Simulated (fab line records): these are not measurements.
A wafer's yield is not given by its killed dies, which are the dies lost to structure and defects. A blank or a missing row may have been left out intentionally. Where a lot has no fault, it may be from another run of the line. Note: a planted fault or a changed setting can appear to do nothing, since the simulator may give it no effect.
Split-lot experiment    flow n5Finfet    route with 1938 steps; 7 lots, 21 wafers read

## THE SPLIT ITSELF
At N5_BEOL_M3_EXPOSE_08 (exposes mask M3), the setting doseMj was moved away from the recipe's 33 on 5 of the 21 wafers read, by +5.9% to +7.1%. For the rest of the wafers, this setting stayed at what the recipe calls for.

## FROM THE SPLIT TO THE READING: what the file shows between them, 2 steps
- N5_BEOL_M3_PEB_09: peb time 60 s
- N5_BEOL_M3_DEVELOP_10: develop time 30 s

## THE READING
At N5_BEOL_M3_CD_MEAS_11: cdNm in nanometres, against a target cd of 17.05 nm. Typical for fault-free wafers on this fab line: 16.96 nm, with standard deviation 0.24 nm.

wafer   tool, chamber at the split  doseMj as run  against the recipe  cdNm, nm  against lot-mates on the recipe
L074.1  euvScanner-02, 0            33             recipe              16.79     -
L074.2  euvScanner-02, 0            33             recipe              16.94     -
L074.3  euvScanner-02, 0            33             recipe              16.78     -
L076.1  euvScanner-01, 0            33             recipe              16.74     -
L076.2  euvScanner-01, 0            33             recipe              16.80     -
L076.6  euvScanner-01, 0            33             recipe              17.11     -
L083.3  euvScanner-02, 0            33             recipe              17.16     -
L083.4  euvScanner-02, 0            33             recipe              16.96     -
L083.5  euvScanner-02, 0            35             +6.1%               18.58     +1.52
L089.1  euvScanner-02, 0            33             recipe              16.99     -
L089.4  euvScanner-02, 0            33             recipe              17.13     -
L089.5  euvScanner-02, 0            33             recipe              17.13     -
L092.1  euvScanner-01, 0            34.94          +5.9%               17.87     +1.03
L092.4  euvScanner-01, 0            33             recipe              16.84     -
L092.6  euvScanner-01, 0            34.94          +5.9%               17.82     +0.98
L095.1  euvScanner-02, 0            33             recipe              17.18     -
L095.3  euvScanner-02, 0            33             recipe              16.92     -
L095.4  euvScanner-02, 0            33             recipe              17.03     -
L096.2  euvScanner-02, 0            33             recipe              16.92     -
L096.4  euvScanner-02, 0            35.34          +7.1%               18.53     +1.61
L096.5  euvScanner-02, 0            35.34          +7.1%               18.33     +1.41

FIT RESULTS
A straight line over all 21 wafers: cdNm changes by +0.199 nm for each +1% of doseMj; r = +0.95; the points scatter about the line by 0.19 nm.
The same after taking each lot's own level away (the mean of its wafers on the recipe; 21 wafers): +0.206 nm for each +1%; r = +0.98; scatter 0.14 nm.
Per that fit: largest doseMj move, reading shift of 1.5 nm.
From 16.837 to 17.083 nm: that is the span of the lots' own levels, equal to 1.0 times the standard deviation above.
The two slopes are in agreement: the lot-to-lot level therefore moves the slope only a little.
Check: +1.41 nm against its lot-mates is what the line predicts for one of the wafers moved furthest among these (+7.1%) when that wafer is left out of the fit. It came out at +1.61 nm against them.

## FURTHER SPLITS ON THESE WAFERS
Note: prior to the reading, these wafers also went through further splits. Each is held against what the fit with the lots' levels taken away leaves over:
other split on the same wafers  wafers away from the commonest value  r with cdNm (lot level and that fit taken away)
N5_BEOL_M2_COAT_73 tempC        8                                     -0.01
N5_BEOL_M3_COAT_05 spinRpm      7                                     +0.00

## THE WHOLE CHAIN: every reading that the file lists as answering this split, in the file's order
step                   what it does                                                 reading                                                              change (the file's fit)                r (the file's)
N5_BEOL_M3_CD_MEAS_11  target cd 17.05 nm                                           cdNm                                                                 +0.213 nm for each +1% of the setting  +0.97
N5_BEOL_M3_ETCH_74     etches underlayer in N2/H2, target depth 6.5 nm, time 5.2 s  BEOL_M3.cdOffsetNm (the simulator's own value, which no gauge read)  +0.162 nm for each +1% of the setting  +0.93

## THE FILE'S OWN FIT
cdNm changes by +0.213 nm for each +1% of doseMj, r = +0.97.
